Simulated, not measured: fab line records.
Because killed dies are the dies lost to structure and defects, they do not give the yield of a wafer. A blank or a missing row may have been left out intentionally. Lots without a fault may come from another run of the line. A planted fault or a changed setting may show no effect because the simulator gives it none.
fab line records -- flow n5_finfet
[record] lots = 7, wafers = 39
route steps=1938 shown FIN_SAQP@120 DUMMY_GATE@243 GATE_CUT@477
start_h: hours from the record's opening day to when the first of the lot's shown wafers began -- wait_h: hours since the lot's step before -- " identical to the entry in the row above -- L1.1+2: a single row standing in for several wafers -- - no value, or no start was given -- * or withheld: withheld -- < > ~ a bound
route shown NAME@n: a module of which the file shows steps, and the number in the route of the first -- usual: the fault-free wafers' mean and standard deviation -- same: alike in all rows -- chamber/n: place in a boat -- sites: the reading at each site -- _std_site: standard deviation of those values -- _edge_site: the outer-site mean with the inner-site mean subtracted -- radius_mm: for every site, how far away it sits from the centre of the wafer -- mask NAME#n: copy n -- behind: the last tool/chamber to shape the wafer -- hold: what put the lot on hold/how long, in hours/how the hold closed -- device: the n, p or np transistor that did not switch -- end of line: the same wafers' tests at the end of the route -- where a step has no rows: the recipe by itself -- killed: at the first sort, the dies lost to defects and structure; wafer yield is something else -- map: dies across one wafer; x = killed, . = not, _ = none there
set.NAME: the setting that was run; set.NAME@STEP: the one run at that earlier step -- model.NAME: the simulator's own value behind a step, which no gauge read
lots where settings were altered on purpose, with a table for each step and a row for each wafer
[[steps]]
[step N5_FIN_SAQP_MANDREL_ETCH_22]
[recipe] target_depth_a = 600, chemistry = HBr/Cl2, target = a-Si, stop_on = SiNx, bt_time_s = 10, over_etch_frac = 0.5, time_s = 30, pressure_mtorr = 10, icp_w = 800, bias_w = 75, HBr_flow_sccm = 150, Cl2_flow_sccm = 80, ends = end_point
[usual] oes_product_au = 0.774/0.013
lot.wafer,tool,chamber,start_h,wait_h,set.target_depth_a,oes_product_au,model.SOC_of_FIN_SAQP_COAT_49.thk_nm
L076.1,rie_si-06,3,34.54,0.0,600,0.767,76.46
L076.2,rie_si-06,2,34.54,0.0,600,0.778,76.29
L076.3,rie_si-06,0,34.54,0.0,574.8,0.794,76.37
L076.4,rie_si-06,1,34.54,0.0,600,0.785,75.59
L076.5,rie_si-06,1,34.54,0.0,574.8,0.807,76.69
L076.6,rie_si-06,0,34.54,0.0,574.8,0.796,75.83
L084.1,rie_si-06,1,82.52,0.0,651.4,0.734,73.46
L084.2,rie_si-06,0,82.52,0.0,600,0.761,75.47
L084.3,rie_si-06,2,82.52,0.0,600,0.770,76.15
L084.4,rie_si-06,3,82.52,0.0,651.4,0.734,74.26
L084.5,rie_si-06,1,82.52,0.0,651.4,0.733,73.34
L084.6,rie_si-06,2,82.52,0.0,600,0.771,76.42
L088.1,rie_si-02,3,106.12,0.0,675.8,0.698,72.68
L088.2,rie_si-02,0,106.12,0.0,675.8,0.731,72.2
L088.3,rie_si-02,1,106.12,0.0,600,0.792,75.25
L088.4,rie_si-02,2,106.12,0.0,600,0.777,75.87
L088.5,rie_si-02,3,106.12,0.0,675.8,0.711,72.75
L088.6,rie_si-02,2,106.12,0.0,600,0.785,76.04
L093.1,rie_si-06,0,137.32,0.0,600,0.769,75.64
L093.2,rie_si-06,2,137.32,0.0,600,0.790,76.74
L093.3,rie_si-06,1,137.32,0.0,600,0.758,75.58
L093.4,rie_si-06,3,137.32,0.0,600,0.767,77.01
L093.5,rie_si-06,3,137.32,0.0,600,0.789,76.79
L093.6,rie_si-06,2,137.32,0.0,600,0.779,76.28
L095.1,rie_si-06,0,148.98,0.0,600,0.764,74.62
L095.2,rie_si-06,2,148.98,0.0,658.7,0.744,73.41
L095.3,rie_si-06,1,148.98,0.0,658.7,0.740,73.26
L095.4,rie_si-06,3,148.98,0.0,658.7,0.736,73.18
L095.5,rie_si-06,3,148.98,0.0,600,0.778,76.29
L095.6,rie_si-06,2,148.98,0.0,600,0.790,75.82
L096.1,rie_si-06,0,154.26,0.0,600,0.780,75.02
L096.2,rie_si-06,3,154.26,0.0,600,0.774,76.11
L096.5,rie_si-06,1,154.26,0.0,600,0.787,75.73
L097.1,rie_si-01,3,164.49,0.0,557,0.819,78.12
L097.2,rie_si-01,0,164.49,0.0,600,0.770,74.79
L097.3,rie_si-01,2,164.49,0.0,557,0.831,77.28
L097.4,rie_si-01,1,164.49,0.0,600,0.775,76
L097.5,rie_si-01,3,164.49,0.0,557,0.832,78.06
L097.6,rie_si-01,2,164.49,0.0,600,0.795,75.56
[step N5_DUMMY_GATE_ETCH_31]
[recipe] chemistry = C4F6/O2, target = SiO2, mask_material = SOC, target_depth_a = 825, time_s = 27.5, ion_energy_ev = 250, pressure_mtorr = 30, source_w = 345, bias_w = 185, Ar_flow_sccm = 300, C4F6_flow_sccm = 10, O2_flow_sccm = 10
lot.wafer,tool,chamber,start_h,wait_h,set.target_depth_a,model.etch.depth_nm
L076.1,rie_diel-05,1,59.37,0.0,825,80.14
L076.2,rie_diel-05,0,59.37,0.0,886.7,89.54
L076.3,rie_diel-05,3,59.37,0.0,886.7,86.89
L076.4,rie_diel-05,2,59.37,0.0,825,82.32
L076.5,rie_diel-05,2,59.37,0.0,886.7,88.04
L076.6,rie_diel-05,3,59.37,0.0,825,79.61
L084.1,rie_diel-01,1,108.25,0.1,825,84.09
L084.2,rie_diel-01,2,108.25,0.1,795.3,79.94
L084.3,rie_diel-01,0,108.25,0.1,795.3,79.75
L084.4,rie_diel-01,3,108.25,0.1,795.3,79.84
L084.5,rie_diel-01,1,108.25,0.1,825,84.24
L084.6,rie_diel-01,0,108.25,0.1,825,82.81
L088.1,rie_diel-05,2,134.30,0.1,791.4,78.56
L088.2,rie_diel-05,1,134.30,0.1,825,80.99
L088.3,rie_diel-05,0,134.30,0.1,791.4,79.91
L088.4,rie_diel-05,3,134.30,0.1,825,83.13
L088.5,rie_diel-05,3,134.30,0.1,825,83.18
L088.6,rie_diel-05,0,134.30,0.1,791.4,79.31
L093.1,rie_diel-06,0,160.79,0.0,781.4,78.49
L093.2,rie_diel-06,3,160.79,0.0,825,83.23
L093.3,rie_diel-06,1,160.79,0.0,781.4,76.3
L093.4,rie_diel-06,2,160.79,0.0,825,83.91
L093.5,rie_diel-06,2,160.79,0.0,781.4,79.57
L093.6,rie_diel-06,3,160.79,0.0,825,82.67
L095.1,rie_diel-01,0,174.72,0.1,825,82.25
L095.2,rie_diel-01,1,174.72,0.1,825,82.38
L095.3,rie_diel-01,2,174.72,0.1,825,81.3
L095.4,rie_diel-01,3,174.72,0.1,825,80.87
L095.5,rie_diel-01,1,174.72,0.1,825,82.27
L095.6,rie_diel-01,0,174.72,0.1,825,82.12
L096.1,rie_diel-01,0,179.23,0.1,825,81.84
L096.2,rie_diel-01,3,179.23,0.1,825,81.33
L096.5,rie_diel-01,1,179.23,0.1,825,82.43
L097.1,rie_diel-05,0,193.61,0.1,857.5,85.24
L097.2,rie_diel-05,1,193.61,0.1,825,79.91
L097.3,rie_diel-05,3,193.61,0.1,825,82.45
L097.4,rie_diel-05,2,193.61,0.1,857.5,83.75
L097.5,rie_diel-05,3,193.61,0.1,857.5,85.44
L097.6,rie_diel-05,2,193.61,0.1,825,80.67
[step N5_DUMMY_GATE_ETCH_42]
[recipe] chemistry = CHF3/O2, target = SiO2, target_depth_a = 35, time_s = 31, ion_energy_ev = 30, bias_w = 12, pressure_mtorr = 30, source_w = 600, Ar_flow_sccm = 200, CHF3_flow_sccm = 50, O2_flow_sccm = 5
[usual] rf_vpp_V = 42.6/0.99
lot.wafer,tool,chamber,start_h,wait_h,set.bias_w,rf_vpp_V
L076.1,rie_diel-06,0,60.08,0.3,10.73,37.7
L076.2,rie_diel-06,3,60.08,0.3,12,42.0
L076.3,rie_diel-06,1,60.08,0.3,10.73,38.4
L076.4,rie_diel-06,2,60.08,0.3,10.73,38.4
L076.5,rie_diel-06,2,60.08,0.3,12,43.4
L076.6,rie_diel-06,3,60.08,0.3,12,42.5
L084.1,rie_diel-05,1,108.76,0.1,12,41.1
L084.2,rie_diel-05,2,108.76,0.1,12,42.5
L084.3,rie_diel-05,0,108.76,0.1,12,42.9
L084.4,rie_diel-05,0,108.76,0.1,12,40.4
L084.5,rie_diel-05,1,108.76,0.1,12,41.7
L084.6,rie_diel-05,2,108.76,0.1,12,42.3
L088.1,rie_diel-01,3,134.88,0.1,13.98,48.7
L088.2,rie_diel-01,0,134.88,0.1,13.98,47.1
L088.3,rie_diel-01,2,134.88,0.1,13.98,47.3
L088.4,rie_diel-01,1,134.88,0.1,12,43.9
L088.5,rie_diel-01,0,134.88,0.1,12,43.9
L088.6,rie_diel-01,3,134.88,0.1,12,43.7
L093.1,rie_diel-01,0,161.29,0.0,12,43.1
L093.2,rie_diel-01,1,161.29,0.0,11.41,42.4
L093.3,rie_diel-01,2,161.29,0.0,11.41,43.7
L093.4,rie_diel-01,3,161.29,0.0,12,41.3
L093.5,rie_diel-01,2,161.29,0.0,11.41,41.8
L093.6,rie_diel-01,3,161.29,0.0,12,42.9
L095.1,rie_diel-05,0,175.23,0.0,14.06,48.4
L095.2,rie_diel-05,3,175.23,0.0,12,42.7
L095.3,rie_diel-05,1,175.23,0.0,14.06,47.1
L095.4,rie_diel-05,3,175.23,0.0,12,42.6
L095.5,rie_diel-05,1,175.23,0.0,14.06,47.4
L095.6,rie_diel-05,0,175.23,0.0,12,44.3
L096.1,rie_diel-01,3,179.85,0.2,12,43.1
L096.2,rie_diel-01,2,179.85,0.2,12,44.9
L096.5,rie_diel-01,2,179.85,0.2,12,41.7
L097.1,rie_diel-05,2,194.17,0.1,11.35,40.7
L097.2,rie_diel-05,0,194.17,0.1,11.35,40.5
L097.3,rie_diel-05,1,194.17,0.1,12,42.3
L097.4,rie_diel-05,3,194.17,0.1,12,40.8
L097.5,rie_diel-05,1,194.17,0.1,11.35,40.5
L097.6,rie_diel-05,2,194.17,0.1,12,42.5
[step N5_GATE_CUT_HM_DEP_46]
[recipe] material = SiO2, target_thk_a = 1300, temp_c = 400, precursor = TEOS/O2, pressure_torr = 6.5, rf_w = 900, teos_flow_sccm = 161.4, gas = O2, flow_sccm = 2650, time_s = 26.6
lot.wafer,tool,chamber,start_h,wait_h,set.time_s,model.SiO2_of_GATE_CUT_HM_DEP_46.thk_nm
L076.1,pecvd-01,2,94.73,0.0,26.6,128.8
L076.2,pecvd-01,1,94.73,0.0,26.6,131.4
L076.3,pecvd-01,0,94.73,0.0,26.6,130.8
L076.4,pecvd-01,1,94.73,0.0,25.49,128.6
L076.5,pecvd-01,0,94.73,0.0,25.49,127
L076.6,pecvd-01,2,94.73,0.0,25.49,127.2
L084.1,pecvd-03,2,142.44,0.0,26.6,129.2
L084.2,pecvd-03,1,142.44,0.0,26.6,130.2
L084.3,pecvd-03,0,142.44,0.0,22.67,111.6
L084.4,pecvd-03,1,142.44,0.0,22.67,112.6
L084.5,pecvd-03,0,142.44,0.0,22.67,114
L084.6,pecvd-03,2,142.44,0.0,26.6,129.6
L088.1,pecvd-03,0,172.51,0.0,26.6,129.8
L088.2,pecvd-03,1,172.51,0.0,28.9,139.6
L088.3,pecvd-03,2,172.51,0.0,26.6,128.8
L088.4,pecvd-03,2,172.51,0.0,28.9,140.6
L088.5,pecvd-03,0,172.51,0.0,26.6,132.2
L088.6,pecvd-03,1,172.51,0.0,28.9,141.4
L093.1,pecvd-01,2,201.22,0.0,26.6,129.4
L093.2,pecvd-01,1,201.22,0.0,26.6,131.2
L093.3,pecvd-01,0,201.22,0.0,25.14,124.2
L093.4,pecvd-01,2,201.22,0.0,25.14,124.6
L093.5,pecvd-01,1,201.22,0.0,25.14,123.2
L093.6,pecvd-01,0,201.22,0.0,26.6,132.2
L095.1,pecvd-02,1,212.55,0.0,26.6,130.4
L095.2,pecvd-02,0,212.55,0.0,26.6,129.6
L095.3,pecvd-02,2,212.55,0.0,26.6,129.4
L095.4,pecvd-02,2,212.55,0.0,26.6,132.2
L095.5,pecvd-02,1,212.55,0.0,26.6,132
L095.6,pecvd-02,0,212.55,0.0,26.6,133.6
L096.1,pecvd-01,0,216.65,0.0,26.6,128
L096.2,pecvd-01,1,216.65,0.0,26.6,128.6
L096.5,pecvd-01,1,216.65,0.0,26.6,131.6
L097.1,pecvd-03,0,232.58,0.0,28.83,138.8
L097.2,pecvd-03,2,232.58,0.0,26.6,127.6
L097.3,pecvd-03,1,232.58,0.0,28.83,138.6
L097.4,pecvd-03,1,232.58,0.0,26.6,131
L097.5,pecvd-03,0,232.58,0.0,28.83,141.2
L097.6,pecvd-03,2,232.58,0.0,26.6,129.2
[step N5_GATE_CUT_COAT_34]
[recipe] resist = SOC, temp_c = 250, time_s = 60, spin_rpm = 1500, resist_thk_nm = 60
[step N5_GATE_CUT_COAT_35]
[recipe] resist = SiARC, temp_c = 220, time_s = 60, spin_rpm = 1500, resist_thk_nm = 10
[step N5_GATE_CUT_STRIP_38]
[recipe] chemistry = N2/H2, temp_c = 40, n2_flow_sccm = 200, h2_flow_sccm = 200, rf_frequency_hz = 6e+07
[step N5_GATE_CUT_STRIP_39]
[recipe] chemistry = N2/H2, temp_c = 40, n2_flow_sccm = 200, h2_flow_sccm = 200, rf_frequency_hz = 6e+07
[step N5_GATE_CUT_HM_OPEN_40]
[recipe] chemistry = C4F6/O2, target = SiO2, mask_material = SiARC, target_depth_a = 1390, time_s = 85.1, ion_energy_ev = 250, pressure_mtorr = 30, source_w = 345, bias_w = 185, Ar_flow_sccm = 300, C4F6_flow_sccm = 10, O2_flow_sccm = 10, ends = cleared
[usual] etch_rf_on_time_s = 94.9/1.9
lot.wafer,tool,chamber,start_h,wait_h,set.time_s@GATE_CUT_HM_DEP_46,etch_rf_on_time_s,model.etch.depth_nm,model.SOC_of_GATE_CUT_COAT_34.thk_nm
L076.1,rie_diel-06,0,95.36,0.0,26.6,92.4,128.9,33.6
L076.2,rie_diel-06,1,95.36,0.0,26.6,97.1,131.5,33.2
L076.3,rie_diel-06,3,95.36,0.0,26.6,93.0,130.8,33.2
L076.4,rie_diel-06,2,95.36,0.0,25.49,95.0,128.6,33.4
L076.5,rie_diel-06,2,95.36,0.0,25.49,93.4,127,33.6
L076.6,rie_diel-06,3,95.36,0.0,25.49,90.6,127.3,33.8
L084.1,rie_diel-06,3,143.19,0.0,26.6,91.6,129.2,33.2
L084.2,rie_diel-06,0,143.19,0.0,26.6,93.9,130.2,33
L084.3,rie_diel-06,1,143.19,0.0,22.67,82.6,111.5,36.8
L084.4,rie_diel-06,3,143.19,0.0,22.67,80.0,112.6,36.6
L084.5,rie_diel-06,1,143.19,0.0,22.67,84.3,114,36.4
L084.6,rie_diel-06,0,143.19,0.0,26.6,92.9,129.6,33.2
L088.1,rie_diel-05,1,173.13,0.0,26.6,95.6,129.8,32.8
L088.2,rie_diel-05,3,173.13,0.0,28.9,101.5,139.7,30.8
L088.3,rie_diel-05,0,173.13,0.0,26.6,92.2,128.8,33
L088.4,rie_diel-05,1,173.13,0.0,28.9,103.9,140.6,30.4
L088.5,rie_diel-05,0,173.13,0.0,26.6,95.5,132.3,32.4
L088.6,rie_diel-05,3,173.13,0.0,28.9,101.4,141.4,30.4
L093.1,rie_diel-05,2,202.40,0.0,26.6,94.6,129.5,33.2
L093.2,rie_diel-05,1,202.40,0.0,26.6,97.1,131.2,32.8
L093.3,rie_diel-05,3,202.40,0.0,25.14,90.7,124.2,34.4
L093.4,rie_diel-05,0,202.40,0.0,25.14,89.0,124.6,34.4
L093.5,rie_diel-05,1,202.40,0.0,25.14,91.6,123.3,34.2
L093.6,rie_diel-05,0,202.40,0.0,26.6,94.5,132.2,32.4
L095.1,rie_diel-06,1,213.23,0.0,26.6,96.6,130.4,32.8
L095.2,rie_diel-06,0,213.23,0.0,26.6,93.3,129.7,33
L095.3,rie_diel-06,2,213.23,0.0,26.6,92.1,129.5,32.8
L095.4,rie_diel-06,3,213.23,0.0,26.6,95.6,132.3,32.4
L095.5,rie_diel-06,1,213.23,0.0,26.6,98.3,132.1,32.2
L095.6,rie_diel-06,0,213.23,0.0,26.6,96.1,133.6,32.2
L096.1,rie_diel-06,0,217.43,0.0,26.6,91.4,127.9,33.4
L096.2,rie_diel-06,2,217.43,0.0,26.6,91.4,128.5,33
L096.5,rie_diel-06,1,217.43,0.0,26.6,97.6,131.5,32.6
L097.1,rie_diel-05,0,233.20,0.0,28.83,100.5,138.8,31.4
L097.2,rie_diel-05,1,233.20,0.0,26.6,94.3,127.7,33.6
L097.3,rie_diel-05,3,233.20,0.0,28.83,100.0,138.6,31.6
L097.4,rie_diel-05,2,233.20,0.0,26.6,96.2,130.9,33
L097.5,rie_diel-05,3,233.20,0.0,28.83,100.8,141.2,31
L097.6,rie_diel-05,0,233.20,0.0,26.6,93.1,129.3,33.4
[step N5_GATE_CUT_STRIP_41]
[recipe] chemistry = CF4, resist = SiARC, power_w = 300, bias_power_w = 75, pressure_mtorr = 50, cf4_flow_sccm = 150, rf_frequency_hz = 6e+07
[step N5_GATE_CUT_STRIP_42]
[recipe] chemistry = O2, power_w = 400, temp_c = 40, pressure_mtorr = 30, rf_frequency_hz = 6e+07, bias_power_w = 0, overash_fraction = 0.3, o2_flow_sccm = 225
[step N5_GATE_CUT_ETCH_19]
[recipe] chemistry = CH3F/O2, target = SiNx, mask_material = SiO2, target_depth_a = 537, time_s = 76.7, pressure_mtorr = 30, source_w = 395, bias_w = 73, Ar_flow_sccm = 150, CH3F_flow_sccm = 30, O2_flow_sccm = 20, ion_energy_ev = 120, ends = cleared
lot.wafer,tool,chamber,start_h,wait_h,set.time_s@GATE_CUT_HM_DEP_46,model.SiO2_of_GATE_CUT_HM_DEP_46.thk_nm
L076.1,rie_diel-06,0,95.48,0.0,26.6,124.4
L076.2,rie_diel-06,1,95.48,0.0,26.6,127
L076.3,rie_diel-06,3,95.48,0.0,26.6,126.4
L076.4,rie_diel-06,2,95.48,0.0,25.49,124
L076.5,rie_diel-06,2,95.48,0.0,25.49,122.6
L076.6,rie_diel-06,3,95.48,0.0,25.49,122.8
L084.1,rie_diel-06,3,143.32,0.0,26.6,124.8
L084.2,rie_diel-06,0,143.32,0.0,26.6,125.8
L084.3,rie_diel-06,1,143.32,0.0,22.67,107
L084.4,rie_diel-06,3,143.32,0.0,22.67,108.2
L084.5,rie_diel-06,1,143.32,0.0,22.67,109.6
L084.6,rie_diel-06,0,143.32,0.0,26.6,125.2
L088.1,rie_diel-05,1,173.25,0.0,26.6,125.4
L088.2,rie_diel-05,3,173.25,0.0,28.9,135.2
L088.3,rie_diel-05,0,173.25,0.0,26.6,124.2
L088.4,rie_diel-05,1,173.25,0.0,28.9,136.2
L088.5,rie_diel-05,0,173.25,0.0,26.6,127.8
L088.6,rie_diel-05,3,173.25,0.0,28.9,137
L093.1,rie_diel-05,2,202.52,0.0,26.6,125
L093.2,rie_diel-05,1,202.52,0.0,26.6,126.8
L093.3,rie_diel-05,3,202.52,0.0,25.14,119.8
L093.4,rie_diel-05,0,202.52,0.0,25.14,120.2
L093.5,rie_diel-05,1,202.52,0.0,25.14,118.8
L093.6,rie_diel-05,0,202.52,0.0,26.6,127.8
L095.1,rie_diel-06,1,213.36,0.0,26.6,125.8
L095.2,rie_diel-06,0,213.36,0.0,26.6,125.2
L095.3,rie_diel-06,2,213.36,0.0,26.6,125
L095.4,rie_diel-06,3,213.36,0.0,26.6,127.8
L095.5,rie_diel-06,1,213.36,0.0,26.6,127.6
L095.6,rie_diel-06,0,213.36,0.0,26.6,129.2
L096.1,rie_diel-06,0,217.55,0.0,26.6,123.6
L096.2,rie_diel-06,2,217.55,0.0,26.6,124
L096.5,rie_diel-06,1,217.55,0.0,26.6,127
L097.1,rie_diel-05,0,233.32,0.0,28.83,134.4
L097.2,rie_diel-05,1,233.32,0.0,26.6,123.2
L097.3,rie_diel-05,3,233.32,0.0,28.83,134.2
L097.4,rie_diel-05,2,233.32,0.0,26.6,126.4
L097.5,rie_diel-05,3,233.32,0.0,28.83,136.8
L097.6,rie_diel-05,0,233.32,0.0,26.6,124.8
[step N5_GATE_CUT_CUT_ETCH_53]
[recipe] chemistry = SF6/Cl2, target = W, mask_material = SiO2, target_depth_a = 792, pressure_mtorr = 8, icp_w = 900, bias_w = 80, SF6_flow_sccm = 40, Cl2_flow_sccm = 60, ends = cleared
[step N5_GATE_CUT_CUT_ETCH_54]
[recipe] chemistry = Cl2/BCl3, target = TiN, mask_material = SiO2, target_depth_a = 967, pressure_mtorr = 10, icp_w = 1000, bias_w = 126, Cl2_flow_sccm = 53.25, bcl3_flow_sccm = 21.75, Ar_flow_sccm = 25, ends = cleared
[step N5_GATE_CUT_ALD_22]
[recipe] material = SiNx, target_thk_a = 160, temp_c = 400, ald_precursor_family = SiH2I2, ald_co_reactant = N2/H2-plasma, pulse_time_s = 1, ald_cycles = 320, purge_time_s = 2, co_reactant_purge_time_s = 2, pressure_torr = 2
[step N5_GATE_CUT_CMP_23]
[recipe] stop_on = SiO2, t_overpolish_s = 23.4, post_cmp_clean = alkaline_brush, down_force_psi = 2.5, platen_rpm = 51.8, pad_velocity_m_s = 1.0307, target_thk_nm = 16
[step N5_GATE_CUT_THK_MEAS_24]
[recipe] reads = SiO2_of_GATE_CUT_HM_DEP_46+SiO2_flowable_of_ILD0_FCVD_FILL_01
[usual] GC_FILL_THK = 220.8/1.8
lot.wafer,tool,chamber,start_h,wait_h,set.time_s@GATE_CUT_HM_DEP_46,GC_FILL_THK[nm]
L076.1,film_metro-01,-,97.82,-,26.6,217.7
L076.2,film_metro-01,-,97.82,-,26.6,221.1
L076.3,film_metro-01,-,97.82,-,26.6,221.3
L076.4,film_metro-01,-,97.82,-,25.49,219.0
L076.5,film_metro-01,-,97.82,-,25.49,215.3
L076.6,film_metro-01,-,97.82,-,25.49,218.0
L084.1,film_metro-01,-,145.93,-,26.6,219.1
L084.2,film_metro-01,-,145.93,-,26.6,220.9
L084.3,film_metro-01,-,145.93,-,22.67,201.7
L084.4,film_metro-01,-,145.93,-,22.67,202.2
L084.5,film_metro-01,-,145.93,-,22.67,204.6
L084.6,film_metro-01,-,145.93,-,26.6,218.6
L088.1,film_metro-01,-,175.62,-,26.6,218.8
L088.2,film_metro-01,-,175.62,-,28.9,229.2
L088.3,film_metro-01,-,175.62,-,26.6,217.3
L088.4,film_metro-01,-,175.62,-,28.9,229.8
L088.5,film_metro-01,-,175.62,-,26.6,222.8
L088.6,film_metro-01,-,175.62,-,28.9,229.3
L093.1,film_metro-02,-,204.85,-,26.6,217.9
L093.2,film_metro-02,-,204.85,-,26.6,220.7
L093.3,film_metro-02,-,204.85,-,25.14,213.1
L093.4,film_metro-02,-,204.85,-,25.14,215.5
L093.5,film_metro-02,-,204.85,-,25.14,213.1
L093.6,film_metro-02,-,204.85,-,26.6,221.9
L095.1,film_metro-02,-,215.70,-,26.6,219.9
L095.2,film_metro-02,-,215.70,-,26.6,218.1
L095.3,film_metro-02,-,215.70,-,26.6,219.3
L095.4,film_metro-02,-,215.70,-,26.6,221.1
L095.5,film_metro-02,-,215.70,-,26.6,221.3
L095.6,film_metro-02,-,215.70,-,26.6,222.7
L096.1,film_metro-01,-,219.89,-,26.6,217.9
L096.2,film_metro-01,-,219.89,-,26.6,217.7
L096.5,film_metro-01,-,219.89,-,26.6,220.8
L097.1,film_metro-02,-,235.81,-,28.83,229.9
L097.2,film_metro-02,-,235.81,-,26.6,217.4
L097.3,film_metro-02,-,235.81,-,28.83,229.7
L097.4,film_metro-02,-,235.81,-,26.6,222.0
L097.5,film_metro-02,-,235.81,-,28.83,231.4
L097.6,film_metro-02,-,235.81,-,26.6,219.7
[step N5_GATE_CUT_CMP_43]
[recipe] material = SiO2, post_cmp_clean = rinse_only
lot.wafer,tool,chamber,start_h,wait_h,set.time_s@GATE_CUT_HM_DEP_46,model.SiO2_of_GATE_CUT_HM_DEP_46.thk_nm
L076.4,cmp-03,1,97.85,0.0,25.49,5
L076.3+1+2,cmp-03,"2,3,0",97.85,0.0,26.6,5
L076.6+5,cmp-03,"1,2",97.85,0.0,25.49,4.8
L084.1+2+6,cmp-01,"1,3,2",145.96,0.0,26.6,5
L084.3,cmp-01,2,145.96,0.0,22.67,4
L084.4+5,cmp-01,"0,1",145.96,0.0,22.67,4.2
L088.2,cmp-03,3,175.65,0.0,28.9,5.4
L088.3+1,cmp-03,"0,1",175.65,0.0,26.6,5
L088.4+6,cmp-03,"2,0",175.65,0.0,28.9,5.6
L088.5,cmp-03,3,175.65,0.0,26.6,5.2
L093.1+2+6,cmp-01,"3,0,3",204.89,0.0,26.6,5
L093.3+4,cmp-01,"1,2",204.89,0.0,25.14,4.8
L093.5,cmp-01,0,204.89,0.0,25.14,4.6
L095.1+3+2,cmp-01,"1,2,3",215.72,0.0,26.6,5
L095.4+6+5,cmp-01,"0,1,2",215.72,0.0,26.6,5.2
L096.2+5,cmp-01,"3,0",219.92,0.0,26.6,5
L096.1,cmp-01,2,219.92,0.0,26.6,4.8
L097.2,cmp-04,2,235.84,0.0,26.6,4.8
L097.1+3,cmp-04,"3,0",235.84,0.0,28.83,5.4
L097.4+6,cmp-04,"1,2",235.84,0.0,26.6,5
L097.5,cmp-04,3,235.84,0.0,28.83,5.6
[[key]]
[split] step = N5_FIN_SAQP_MANDREL_ETCH_22, setting = target_depth_a, stated = 600, by = wafer
[response] step = N5_FIN_SAQP_MANDREL_ETCH_22, reading = oes_product_au, change = -0.00498, per = 1%, r = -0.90
[response] step = N5_FIN_SAQP_MANDREL_ETCH_22, reading = model.SOC_of_FIN_SAQP_COAT_49.thk_nm, change = -0.252, per = 1%, r = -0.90
[split] step = N5_DUMMY_GATE_ETCH_31, setting = target_depth_a, stated = 825, by = wafer
[response] step = N5_DUMMY_GATE_ETCH_31, reading = model.etch.depth_nm, change = +0.968, per = 1%, r = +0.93
[split] step = N5_DUMMY_GATE_ETCH_42, setting = bias_w, stated = 12, by = wafer
[response] step = N5_DUMMY_GATE_ETCH_42, reading = rf_vpp_V, change = +0.263, per = 1%, r = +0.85
[split] step = N5_GATE_CUT_HM_DEP_46, setting = time_s, stated = 26.6, by = wafer
[response] step = N5_GATE_CUT_HM_DEP_46, reading = model.SiO2_of_GATE_CUT_HM_DEP_46.thk_nm, change = +1.15, per = 1%, r = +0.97
[response] step = N5_GATE_CUT_HM_OPEN_40, reading = etch_rf_on_time_s, change = *, per = 1%, r = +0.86
[response] step = N5_GATE_CUT_HM_OPEN_40, reading = model.etch.depth_nm, change = +1.16, per = 1%, r = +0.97
[response] step = N5_GATE_CUT_HM_OPEN_40, reading = model.SOC_of_GATE_CUT_COAT_34.thk_nm, change = -0.235, per = 1%, r = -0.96
[response] step = N5_GATE_CUT_ETCH_19, reading = model.SiO2_of_GATE_CUT_HM_DEP_46.thk_nm, change = +1.16, per = 1%, r = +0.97
[response] step = N5_GATE_CUT_THK_MEAS_24, reading = GC_FILL_THK, change = +1.13, per = 1%, r = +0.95
[response] step = N5_GATE_CUT_CMP_43, reading = model.SiO2_of_GATE_CUT_HM_DEP_46.thk_nm, change = +0.0568, per = 1%, r = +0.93
